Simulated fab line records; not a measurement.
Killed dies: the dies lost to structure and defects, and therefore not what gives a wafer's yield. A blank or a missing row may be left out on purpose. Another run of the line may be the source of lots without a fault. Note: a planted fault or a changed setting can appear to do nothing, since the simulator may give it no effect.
A struck lot beside a sound one    flow nandHarc    14 steps out of a route of 1159
Sound: these wafers, L262.2, L262.4, L262.6. Wafers L246.2, L246.3, L246.6 were the ones struck. At the end, the cause is stated.
Order at every step that has rows: each side's tool, ch and its chambers, its first start. Under that, the readings that differ: sound wafers    struck wafers    difference of the means    sigmas: that difference in standard deviations of wafers without a fault.
alike: words and numbers the same on both sides, and readings whose means are apart by under 2 such deviations; not compared: readings that were withheld, readings missing a value for some wafer, numbers with overlapping values and no deviation given by the record, and bounds like >300 which may hide the same value.
A row with sigmas, a row that says differs or no value, or rows on one side alone: a step with any of these is where the two part. Non-overlapping numbers with no deviation appear without sigmas and do not part them. A reading missing from all wafers of one side parts the sides only when that side holds two or more wafers.

NHARC_A_STAIRCASE_ALD_415: deposits SiO2, target thk 30 nm, pulse time 6 s, ald cycles 300.
  sound on aldHk-02 ch 1,2, day 16 11:25; struck on aldHk-01 ch 1,3, day 12 13:31
  alike: heaterPowerW, precursorPulseHeightRel
NHARC_A_STAIRCASE_ETCHBACK_416: etches the open film in C4F8/O2/Ar, target depth 36 nm, time 7.2 s.
  sound on rieDiel-06 ch 0,3; struck on rieDiel-06 ch 2,3
  alike: chamberPressureMTorr, oesProductAu, rfVppV
  not compared: rfHoursCounterH
then, 1 step without rows for these wafers: NHARC_A_STAIRCASE_STRIP_476 (strips in O2, time 20 s).
NHARC_A_STAIRCASE_DEP_417: deposits Si3N4, target thk 60 nm.
  sound on pecvd-04 ch 0,1,2, day 16 13:46; struck on pecvd-03 ch 0,1,2, day 12 15:35
  alike: heaterPowerOuterW, heaterPowerW
then, 3 steps without rows for these wafers: NHARC_A_STAIRCASE_WET_418 (chemistry H3PO4, target depth 20 nm); NHARC_A_STAIRCASE_PRECLEAN_419 (cleans in SC1); NHARC_A_STAIRCASE_SRD_421.
NHARC_A_STAIRCASE_ALD_420: deposits SiO2, target thk 20 nm, pulse time 6 s, ald cycles 200.
  sound on aldHk-01 ch 1,3, day 16 17:28; struck on aldHk-03 ch 0,3, day 12 19:20
  alike: heaterPowerW, precursorPulseHeightRel
then, 1 step without rows for these wafers: NHARC_A_STAIRCASE_CVD_552 (deposits SiNx, target thk 40 nm).
NHARC_A_STAIRCASE_DEP_151: deposits SiO2, target thk 3800 nm.
  sound on pecvd-02 ch 0,1, day 17 01:48; struck on pecvd-02 ch 0,1, day 13 03:40
  alike: heaterPowerOuterW, heaterPowerW
then, 1 step without rows for these wafers: NHARC_A_STAIRCASE_ANNEAL_320 (time 1800 s).
NHARC_A_STAIRCASE_DEP_322: deposits SiO2, target thk 3800 nm.
  sound on pecvd-03 ch 0,1, day 17 10:40; struck on pecvd-02 ch 1,2, day 13 13:56
  no value came back on the struck wafers for heaterPowerOuterW (W), heaterPowerW (W); on the sound wafers heaterPowerOuterW (W) reads 441 324 375
then, 1 step without rows for these wafers: NHARC_A_STAIRCASE_ANNEAL_323 (time 1800 s).
-- jump in the record: it breaks off in module A_STAIRCASE and resumes in module END (first step shown: number 1159 of the route), and 6 days separate the struck wafers' starts before and after --
NHARC_END_SORT_01:
  sound on prober-01 ch 0, day 23 20:41; struck on prober-02 ch 0, day 19 19:52
reading        sound     struck       difference  sigmas
killedAtArray  19 15 14  670 671 674  +656        +60
killedDies     23 17 17  677 677 677  +658        +60
  alike: killedAtOther, killedAtPeriphery, killedOpen, killedShort

WHERE THEY PART
Last at NHARC_END_SORT_01 as far as this record goes, first at NHARC_A_STAIRCASE_DEP_322.

WHY: the cause the simulator had injected
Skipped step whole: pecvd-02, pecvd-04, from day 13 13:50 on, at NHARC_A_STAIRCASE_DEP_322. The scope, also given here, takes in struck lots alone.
